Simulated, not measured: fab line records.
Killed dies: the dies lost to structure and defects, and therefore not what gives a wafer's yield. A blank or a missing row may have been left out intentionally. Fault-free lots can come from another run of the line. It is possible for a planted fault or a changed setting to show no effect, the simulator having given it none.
Which of the tools did it? | flow n5 finfet | 24 lots with 72 wafers sampled at 6 steps, on a route of 1938 steps

## WHAT EACH GAUGE READ, for each wafer
N5_BEOL_M6_INSPECT_30: inspects for defects (brightfield). Usual: raw defect count reads 403 (standard deviation 94).
lot  | measured     | on                | raw defect count | flag
L075 | day 9 00:27  | defect inspect-01 | 436 370 304      |
L077 | day 9 05:47  | defect inspect-01 | 388 280 304      |
L076 | day 9 05:37  | defect inspect-01 | 316 207 348      |
L074 | day 9 15:43  | defect inspect-02 | 584 522 408      |
L079 | day 9 20:43  | defect inspect-01 | 330 336 328      |
L078 | day 10 01:02 | defect inspect-02 | 519 637 476      |
L080 | day 10 01:09 | defect inspect-01 | 221 341 306      |
L081 | day 10 06:50 | defect inspect-02 | 479 465 439      |
L082 | day 10 20:58 | defect inspect-02 | 324 263 290      |
L083 | day 11 00:16 | defect inspect-02 | 298 309 332      |
L084 | day 11 09:09 | defect inspect-01 | 321 360 380      |
L085 | day 11 18:35 | defect inspect-02 | 466 437 495      |
L086 | day 11 20:04 | defect inspect-01 | 566 463 463      |
L087 | day 12 04:34 | defect inspect-01 | 362 347 361      |
L088 | day 12 13:04 | defect inspect-02 | 536 451 445      |
L089 | day 12 15:10 | defect inspect-02 | 479 510 295      |
L091 | day 12 17:41 | defect inspect-02 | 349 427 391      |
L090 | day 13 04:49 | defect inspect-01 | 423 406 316      |
L092 | day 13 09:22 | defect inspect-01 | 449 488 455      |
L094 | day 13 12:41 | defect inspect-01 | 298 282 373      |
L093 | day 13 12:51 | defect inspect-01 | 326 286 313      |
L095 | day 14 02:03 | defect inspect-01 | 238 437 418      |
L096 | day 14 09:01 | defect inspect-02 | 374 474 461      |
L097 | day 14 09:05 | defect inspect-02 | 581 485 592      |

N5_BEOL_M6_CD_MEAS_35: target cd 40 nm, target cd y 28 nm. Usual: cd nm reads 40.1 nm (standard deviation 0.78).
lot  | measured     | on        | cd nm (nm)     | flag
L075 | day 9 01:06  | cd sem-03 | 38.5 39.5 39.2 |
L077 | day 9 06:25  | cd sem-03 | 40.9 40.9 42.2 |
L076 | day 9 06:14  | cd sem-03 | 39.7 38.4 39.3 |
L074 | day 9 16:19  | cd sem-01 | 39.7 39.8 39.4 |
L079 | day 9 21:20  | cd sem-02 | 39.7 39.9 39.1 |
L078 | day 10 01:40 | cd sem-03 | 40.8 40.4 40.6 |
L080 | day 10 02:13 | cd sem-01 | 40.7 39.7 40.9 |
L081 | day 10 07:38 | cd sem-03 | 39.8 39.2 39.7 |
L082 | day 10 21:34 | cd sem-02 | 41.4 40.7 40.4 |
L083 | day 11 00:53 | cd sem-03 | 40.1 39.7 38.9 |
L084 | day 11 09:46 | cd sem-03 | 39.8 39.7 39.8 |
L085 | day 11 19:13 | cd sem-01 | 39.4 39.2 39.6 |
L086 | day 11 20:41 | cd sem-03 | 39.7 39.3 39.5 |
L087 | day 12 05:11 | cd sem-03 | 39.7 40.4 40.3 |
L088 | day 12 13:47 | cd sem-01 | 39.5 41.5 40.7 |
L089 | day 12 15:47 | cd sem-01 | 40.6 40.7 40.3 |
L091 | day 12 18:23 | cd sem-02 | 39.6 39.2 40.6 |
L090 | day 13 05:25 | cd sem-03 | 40.5 41.1 39.7 |
L092 | day 13 10:21 | cd sem-02 | 41.8 40.7 40.1 |
L094 | day 13 13:19 | cd sem-02 | 39.9 40.5 40.8 |
L093 | day 13 13:32 | cd sem-02 | 40.7 41.3 40.3 |
L095 | day 14 02:40 | cd sem-01 | 40.0 41.2 41.2 |
L096 | day 14 09:37 | cd sem-03 | 39.8 40.7 39.4 |
L097 | day 14 09:56 | cd sem-01 | 39.3 40.5 40.4 |

N5_BEOL_M6_RS_MEAS_57: measurement is done with a four-point probe. Usual: for M6_RS the level is 0.287 ohm/sq and the standard deviation is 0.012.
lot  | measured     | on            | M6_RS (ohm/sq)    | flag
L075 | day 9 03:58  | film metro-01 | 0.283 0.276 0.295 |
L077 | day 9 10:16  | film metro-01 | 0.282 0.297 0.297 |
L076 | day 9 08:35  | film metro-02 | 0.305 0.286 0.303 |
L074 | day 9 19:25  | film metro-01 | 0.302 0.299 0.303 |
L079 | day 10 00:11 | film metro-01 | 0.296 0.281 0.294 |
L078 | day 10 04:41 | film metro-02 | 0.270 0.286 0.296 |
L080 | day 10 05:57 | film metro-02 | 0.273 0.273 0.283 |
L081 | day 10 09:48 | film metro-01 | 0.281 0.279 0.272 |
L082 | day 10 23:56 | film metro-01 | 0.295 0.283 0.288 |
L083 | day 11 03:18 | film metro-01 | 0.285 0.305 0.276 |
L084 | day 11 14:34 | film metro-01 | 0.311 0.278 0.275 |
L085 | day 11 22:14 | film metro-01 | 0.283 0.304 0.278 |
L086 | day 11 23:45 | film metro-01 | 0.297 0.307 0.303 |
L087 | day 12 07:50 | film metro-01 | 0.274 0.290 0.291 |
L088 | day 12 15:59 | film metro-02 | 0.287 0.281 0.285 |
L089 | day 12 17:41 | film metro-01 | 0.275 0.297 0.297 |
L091 | day 12 21:04 | film metro-02 | 0.295 0.315 0.277 |
L090 | day 13 07:54 | film metro-01 | 0.267 0.295 0.279 |
L092 | day 13 14:11 | film metro-02 | 0.276 0.278 0.261 |
L094 | day 13 16:17 | film metro-01 | 0.288 0.287 0.295 |
L093 | day 13 16:40 | film metro-01 | 0.290 0.280 0.279 |
L095 | day 14 06:53 | film metro-01 | 0.297 0.286 0.273 |
L096 | day 14 12:14 | film metro-02 | 0.293 0.308 0.279 |
L097 | day 14 12:47 | film metro-01 | 0.277 0.303 0.267 |

## WHICH TOOL RAN EACH LOT (tool, then ch and the chambers of the sampled wafers, then the start)
lot  | N5_BEOL_M6_STRIP_19                | N5_BEOL_M6_TRENCH_ETCH_37                     | N5_BEOL_M6_SPUTTER_48
L075 | rie diel-03 ch 1,2, day 8 23:52    | rie diel-06 ch 0,2,3, day 9 01:06 or earlier  | pvd sputter-03, day 9 02:23
L077 | rie diel-03 ch 0,1,2, day 9 02:17  | rie diel-06 ch 1,2,3, day 9 06:25 or earlier  | pvd sputter-01, day 9 09:13
L076 | rie diel-06 ch 0,1, day 9 02:46    | rie diel-05 ch 2,3, day 9 06:14 or earlier    | pvd sputter-03, day 9 07:40
L074 | rie diel-05 ch 1,2,3, day 9 12:26  | rie diel-05 ch 1,3, day 9 16:19 or earlier    | pvd sputter-01, day 9 18:26
L079 | rie diel-06 ch 2,3, day 9 19:10    | rie diel-06 ch 0,2,3, day 9 21:20 or earlier  | pvd sputter-03, day 9 22:46
L078 | rie diel-05 ch 0,1,3, day 9 22:42  | rie diel-05 ch 0,1,3, day 10 01:40 or earlier | pvd sputter-02, day 10 03:35
L080 | rie diel-06 ch 1,2,3, day 9 23:31  | rie diel-03 ch 0,2, day 10 02:13 or earlier   | pvd sputter-03, day 10 04:31
L081 | rie diel-03 ch 1,2, day 10 05:37   | rie diel-03 ch 1,2, day 10 07:38 or earlier   | pvd sputter-01, day 10 08:43
L082 | rie diel-05 ch 1,2,3, day 10 19:30 | rie diel-03 ch 2,3, day 10 21:34 or earlier   | pvd sputter-01, day 10 22:35
L083 | rie diel-03 ch 0,1,2, day 10 23:34 | rie diel-03 ch 1,2,3, day 11 00:53 or earlier | pvd sputter-01, day 11 02:21
L084 | rie diel-05 ch 0,1,3, day 11 08:41 | rie diel-06 ch 0,3, day 11 09:46 or earlier   | pvd sputter-03, day 11 13:29
L085 | rie diel-06 ch 2,3, day 11 18:06   | rie diel-05 ch 0,2,3, day 11 19:13 or earlier | pvd sputter-01, day 11 21:08
L086 | rie diel-03 ch 1,3, day 11 18:22   | rie diel-05 ch 1,3, day 11 20:41 or earlier   | pvd sputter-01, day 11 22:26
L087 | rie diel-06 ch 1,2,3, day 12 03:35 | rie diel-03 ch 2,3, day 12 05:11 or earlier   | pvd sputter-03, day 12 06:54
L088 | rie diel-05 ch 0,2,3, day 12 10:22 | rie diel-06 ch 0,3, day 12 13:47 or earlier   | pvd sputter-01, day 12 14:51
L089 | rie diel-06 ch 0,3, day 12 14:34   | rie diel-06 ch 0,2,3, day 12 15:47 or earlier | pvd sputter-03, day 12 16:44
L091 | rie diel-03 ch 0,2, day 12 17:12   | rie diel-03 ch 0,2,3, day 12 18:23 or earlier | pvd sputter-02, day 12 19:56
L090 | rie diel-05 ch 0,1,3, day 13 00:54 | rie diel-05 ch 1,2,3, day 13 05:25 or earlier | pvd sputter-03, day 13 06:38
L092 | rie diel-05 ch 0,1,3, day 13 08:22 | rie diel-03 ch 0,1,2, day 13 10:21 or earlier | pvd sputter-02, day 13 13:08
L094 | rie diel-03 ch 1,2,3, day 13 11:03 | rie diel-05 ch 1,3, day 13 13:19 or earlier   | pvd sputter-03, day 13 14:48
L093 | rie diel-05 ch 0,1,3, day 13 12:07 | rie diel-06 ch 0,1,2, day 13 13:32 or earlier | pvd sputter-03, day 13 15:00
L095 | rie diel-03 ch 0,2, day 14 01:28   | rie diel-03 ch 0,2,3, day 14 02:40 or earlier | pvd sputter-03, day 14 05:30
L096 | rie diel-03 ch 0,2, day 14 07:17   | rie diel-06 ch 1,2, day 14 09:37 or earlier   | pvd sputter-01, day 14 11:18
L097 | rie diel-06 ch 0,2, day 14 07:44   | rie diel-03 ch 1,3, day 14 09:56 or earlier   | pvd sputter-01, day 14 11:28
- N5_BEOL_M6_STRIP_19: strips in O2.
- N5_BEOL_M6_TRENCH_ETCH_37: etches SiCOH lowk in C4F6/O2, target depth 94.435 nm, time 31.5 s.
- N5_BEOL_M6_SPUTTER_48: material Cu, target thk 10 nm, time 1.667 s.

## AS READ BY THE TOOLS THEMSELVES (means over the sampled wafers that have a number; for cases with no such wafer, the mark the record gives instead)
N5_BEOL_M6_STRIP_19. Usual: drypump motor current A 5.5 A, standard deviation 0.51; oes product au 0.82 a.u., standard deviation 0.092; rf vpp V 3.7 V, standard deviation 0.64; showerhead plenum p Torr 2.09 Torr, standard deviation 0.052; throttle valve pct 16.71 %, standard deviation 0.21.
lot  | tool        | drypump motor current A (A) | oes product au (a.u.) | rf vpp V (V) | showerhead plenum p Torr (Torr) | throttle valve pct (%) | flag
L075 | rie diel-03 | 5.9                         | 0.92                  | 4.2          | 2.09                            | 16.57                  |
L077 | rie diel-03 | 6.0                         | 0.93                  | 3.8          | 2.09                            | 16.57                  |
L076 | rie diel-06 | 5.7                         | 0.73                  | 3.5          | 2.08                            | 16.79                  |
L074 | rie diel-05 | 5.3                         | 0.75                  | 4.2          | 2.08                            | 16.79                  |
L079 | rie diel-06 | 4.8                         | 0.77                  | 3.5          | 2.15                            | 16.94                  |
L078 | rie diel-05 | 5.7                         | 0.80                  | 3.3          | 2.08                            | 16.70                  |
L080 | rie diel-06 | 5.1                         | 0.76                  | 4.0          | 2.11                            | 16.94                  |
L081 | rie diel-03 | 5.8                         | 0.88                  | 3.7          | 2.09                            | 16.59                  |
L082 | rie diel-05 | 5.3                         | 0.74                  | 3.1          | 2.08                            | 16.82                  |
L083 | rie diel-03 | 6.0                         | 0.88                  | 3.9          | 2.08                            | 16.60                  |
L084 | rie diel-05 | 5.7                         | 0.77                  | 3.7          | 2.07                            | 16.73                  |
L085 | rie diel-06 | 4.8                         | 0.83                  | 4.1          | 2.10                            | 16.82                  |
L086 | rie diel-03 | 5.6                         | 0.89                  | 3.0          | 2.12                            | 16.63                  |
L087 | rie diel-06 | 5.1                         | 0.85                  | 3.7          | 2.10                            | 16.81                  |
L088 | rie diel-05 | 5.6                         | 0.74                  | 3.9          | 2.03                            | 16.89                  |
L089 | rie diel-06 | 5.1                         | 0.78                  | 3.4          | 2.14                            | 16.59                  |
L091 | rie diel-03 | 6.0                         | 0.86                  | 3.7          | 2.11                            | 16.61                  |
L090 | rie diel-05 | 5.7                         | 0.76                  | 4.2          | 2.07                            | 16.76                  |
L092 | rie diel-05 | 5.7                         | 0.76                  | 3.9          | 2.07                            | 16.76                  |
L094 | rie diel-03 | 5.7                         | 0.85                  | 4.1          | 2.11                            | 16.64                  |
L093 | rie diel-05 | 5.7                         | 0.76                  | 4.3          | 2.07                            | 16.76                  |
L095 | rie diel-03 | 6.0                         | 0.83                  | 3.3          | 2.11                            | 16.63                  |
L096 | rie diel-03 | 6.1                         | 0.86                  | 3.7          | 2.07                            | 16.66                  |
L097 | rie diel-06 | 4.9                         | 0.85                  | 3.7          | 2.08                            | 16.63                  |

N5_BEOL_M6_TRENCH_ETCH_37. Usual: drypump motor current A 5.5 A, standard deviation 0.51; oes product au 0.82 a.u., standard deviation 0.089; rf fwd power W 340.0 W, standard deviation 1.9; rf vpp V 663 V, standard deviation 16; showerhead plenum p Torr 2.83 Torr, standard deviation 0.07; throttle valve pct 20.94 %, standard deviation 0.23.
lot  | tool        | drypump motor current A (A) | oes product au (a.u.) | rf fwd power W (W) | rf vpp V (V) | showerhead plenum p Torr (Torr) | throttle valve pct (%) | flag
L075 | rie diel-06 | 4.9                         | 0.84                  | 339.7              | 650          | 2.89                            | 20.97                  |
L077 | rie diel-06 | 5.1                         | 0.77                  | 342.6              | 655          | 2.85                            | 21.17                  |
L076 | rie diel-05 | 5.6                         | 0.70                  | 340.5              | 653          | 2.79                            | 21.07                  |
L074 | rie diel-05 | 5.4                         | 0.79                  | 340.8              | 678          | 2.86                            | 20.84                  |
L079 | rie diel-06 | 4.9                         | 0.82                  | 339.3              | 650          | 2.89                            | 20.98                  |
L078 | rie diel-05 | 5.7                         | 0.80                  | 341.2              | 668          | 2.83                            | 20.97                  |
L080 | rie diel-03 | 6.1                         | 0.92                  | 336.6              | 682          | 2.85                            | 21.02                  |
L081 | rie diel-03 | 5.8                         | 0.88                  | 338.7              | 676          | 2.85                            | 20.73                  |
L082 | rie diel-03 | 5.7                         | 0.89                  | 338.5              | 681          | 2.89                            | 20.74                  |
L083 | rie diel-03 | 5.7                         | 0.89                  | 340.3              | 675          | 2.84                            | 20.73                  |
L084 | rie diel-06 | 5.1                         | 0.79                  | 339.1              | 648          | 2.93                            | 20.99                  |
L085 | rie diel-05 | 5.6                         | 0.74                  | 341.1              | 650          | 2.77                            | 21.10                  |
L086 | rie diel-05 | 5.8                         | 0.71                  | 342.2              | 670          | 2.83                            | 21.00                  |
L087 | rie diel-03 | 5.7                         | 0.87                  | 338.2              | 680          | 2.88                            | 20.75                  |
L088 | rie diel-06 | 5.1                         | 0.79                  | 339.3              | 647          | 2.93                            | 21.00                  |
L089 | rie diel-06 | 5.0                         | 0.80                  | 340.5              | 649          | 2.88                            | 21.01                  |
L091 | rie diel-03 | 5.9                         | 0.87                  | 338.6              | 680          | 2.86                            | 20.90                  |
L090 | rie diel-05 | 5.4                         | 0.73                  | 341.3              | 660          | 2.79                            | 21.00                  |
L092 | rie diel-03 | 6.0                         | 0.85                  | 337.8              | 675          | 2.81                            | 20.91                  |
L094 | rie diel-05 | 5.8                         | 0.71                  | 341.9              | 670          | 2.82                            | 21.02                  |
L093 | rie diel-06 | 5.3                         | 0.87                  | 339.9              | 650          | 2.82                            | 20.89                  |
L095 | rie diel-03 | 5.9                         | 0.85                  | 338.1              | 681          | 2.85                            | 20.91                  |
L096 | rie diel-06 | 5.5                         | 0.88                  | 341.6              | 656          | 2.79                            | 20.98                  |
L097 | rie diel-03 | 5.7                         | 0.85                  | 340.3              | 667          | 2.78                            | 20.76                  |

N5_BEOL_M6_SPUTTER_48. Usual: susceptor temp C -20.00 C, standard deviation 0.11; throttle valve pct 29.5 %, standard deviation 0.87.
lot  | tool           | susceptor temp C (C) | throttle valve pct (%) | flag
L075 | pvd sputter-03 | -20.06               | 30.2                   |
L077 | pvd sputter-01 | -19.96               | 29.7                   |
L076 | pvd sputter-03 | -19.97               | 29.7                   |
L074 | pvd sputter-01 | -19.97               | 28.8                   |
L079 | pvd sputter-03 | -20.04               | 30.4                   |
L078 | pvd sputter-02 | -19.91               | 30.2                   |
L080 | pvd sputter-03 | -19.97               | 29.8                   |
L081 | pvd sputter-01 | -19.95               | 28.9                   |
L082 | pvd sputter-01 | -19.99               | 29.6                   |
L083 | pvd sputter-01 | -20.11               | 29.7                   |
L084 | pvd sputter-03 | -20.04               | 29.9                   |
L085 | pvd sputter-01 | -19.79               | 29.4                   |
L086 | pvd sputter-01 | -19.89               | 29.5                   |
L087 | pvd sputter-03 | -19.88               | 29.7                   |
L088 | pvd sputter-01 | -20.03               | 28.2                   |
L089 | pvd sputter-03 | -20.00               | 30.2                   |
L091 | pvd sputter-02 | -20.09               | 29.9                   |
L090 | pvd sputter-03 | -20.05               | 30.2                   |
L092 | pvd sputter-02 | -19.99               | 30.0                   |
L094 | pvd sputter-03 | -19.91               | 29.9                   |
L093 | pvd sputter-03 | -19.99               | 30.2                   |
L095 | pvd sputter-03 | -20.02               | 30.3                   |
L096 | pvd sputter-01 | -20.08               | 29.6                   |
L097 | pvd sputter-01 | -20.02               | 28.3                   |

## THE ANSWER, worked out from the rows above alone
Rule: lot off if the mean of its wafers having a number is beyond 3 standard deviations from the usual mean. A lot without any number at a reading at which 4 lots or more have one is off too. All remaining lots with rows at the step are treated as sound. Order of review: gauges by route order, followed by the tools' own readings, for which a lot's mean as printed above is used. The first step at which some lot is off is used, and at that step the reading that is off furthest; a lot without a number counts as furthest.
No lot is off at any reading shown: from this, nothing can be told.

## WHAT WAS PUT IN BY THE SIMULATOR
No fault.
